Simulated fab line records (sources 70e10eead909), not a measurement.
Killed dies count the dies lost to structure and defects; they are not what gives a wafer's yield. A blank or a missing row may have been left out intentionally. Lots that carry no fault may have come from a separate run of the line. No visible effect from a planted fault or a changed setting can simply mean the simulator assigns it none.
A struck lot beside a sound one + flow nand_harc + 12 out of 1302 route steps
Sound: the wafers L336.1, L336.3, L336.6. Struck: wafer L332.2. (L332.3 of the same lot was not struck and is left out.) The cause comes at the end.
At each step with rows: each side's tool, then ch and its chambers, then its first start. Under that, the readings that differ: sound wafers + struck wafers + difference of the means + sigmas: that difference in standard deviations of wafers without a fault.
alike: readings with means less than 2 such deviations apart, plus words and numbers identical on both sides. not compared: withheld readings, readings lacking a value on some wafer, bounds such as >300 that could conceal the same value, and numbers that have no deviation in the record and whose values overlap.
A row with sigmas, a row that says differs or no value, or rows on one side alone: a step with any of these is where the two part. Numbers that don't overlap but have no deviation are shown without sigmas and don't part them. A reading that every wafer of one side lacks parts them only if that side has two wafers or more.

first, 2 steps without rows for these wafers: NHARC_A_WL_FILL_ALD_02 (deposits TiN, target thk 2 nm, pulse time 3 s, ald cycles 100); NHARC_A_WL_FILL_CVD_03 (deposits W, target thk 40 nm, time 279 s).
NHARC_A_WL_FILL_ETCHBACK_04: etches the open film in NF3, target depth 60 nm, time 120 s.
  sound on rie_metal-03 ch 0,1, day 29 14:52; struck on rie_metal-02 ch 1, day 28 02:50
| reading               | sound             | struck | difference | sigmas |
|-----------------------|-------------------|--------|------------|--------|
| oes_product_au (a.u.) | 1.002 0.997 1.010 | 0.983  | -0.020     | -2     |
  alike: drypump_motor_current_A, run_length_s
  not compared: rf_hours_counter_h
NHARC_A_WL_FILL_ETCHBACK_05: etches the open film in Cl2/BCl3, target depth 22 nm, time 60 s.
  sound on rie_metal-03 ch 0, day 29 15:05; struck on rie_metal-02 ch 1, day 28 03:05
| reading               | sound             | struck | difference | sigmas |
|-----------------------|-------------------|--------|------------|--------|
| oes_product_au (a.u.) | 1.000 1.002 1.001 | 0.978  | -0.023     | -3     |
  alike: drypump_motor_current_A, run_length_s
  not compared: rf_hours_counter_h
NHARC_A_WL_FILL_STRIP_27: strips in N2/H2, time 20 s.
  sound on plasma_asher-01 ch 0,1, day 29 15:13; struck on plasma_asher-02 ch 0, day 28 03:14
  alike: drypump_motor_current_A, heater_power_w
  not compared: rf_hours_counter_h
then, 4 steps without rows for these wafers: NHARC_A_WL_FILL_STRIP_28 (strips in post etch residue remover, time 1200 s); NHARC_A_WL_FILL_PRECLEAN_06 (cleans in DIW, time 300 s); NHARC_A_WL_FILL_SRD_07; NHARC_A_WL_FILL_ANNEAL_08 (time 1800 s).
NHARC_A_WL_FILL_ALD_10: deposits SiO2, target thk 50 nm, pulse time 10 s, ald cycles 500.
  sound on ald_hk-03 ch 2,3, day 29 21:07; struck on ald_hk-03 ch 2, day 28 10:25
  alike: heater_power_outer_w, heater_power_w, precursor_pulse_height_rel
NHARC_A_WL_FILL_ETCHBACK_16: etches the open film in C4F8/O2/Ar, target depth 120 nm, time 24 s.
  sound on rie_diel-07 ch 0,2, day 30 01:13; struck on rie_diel-05 ch 0, day 28 14:04
| reading          | sound          | struck | difference | sigmas |
|------------------|----------------|--------|------------|--------|
| rf_vpp_V (V)     | 719 726 721    | 729    | +7         | +2     |
| run_length_s (s) | 45.6 45.2 45.3 | 29.6   | -15.8      | -28    |
  alike: oes_product_au
  not compared: rf_hours_counter_h
NHARC_A_WL_FILL_STRIP_29: strips in O2, time 20 s.
  sound on rie_diel-07 ch 0,2,3, day 30 01:19; struck on rie_diel-05 ch 0, day 28 14:08
| reading            | sound         | struck | difference | sigmas |
|--------------------|---------------|--------|------------|--------|
| mfc_ar_sccm (sccm) | 0.018 0.014 0 | 0.038  | +0.027     | +2     |
  alike: drypump_motor_current_A, o2_flow_sccm, oes_product_au, rf_vpp_V, showerhead_plenum_p_Torr, throttle_valve_pct
  not compared: rf_hours_counter_h

WHERE THEY PART
Last at NHARC_A_WL_FILL_STRIP_29 as far as this record goes, first at NHARC_A_WL_FILL_ETCHBACK_04.

WHY: what the simulator had put in
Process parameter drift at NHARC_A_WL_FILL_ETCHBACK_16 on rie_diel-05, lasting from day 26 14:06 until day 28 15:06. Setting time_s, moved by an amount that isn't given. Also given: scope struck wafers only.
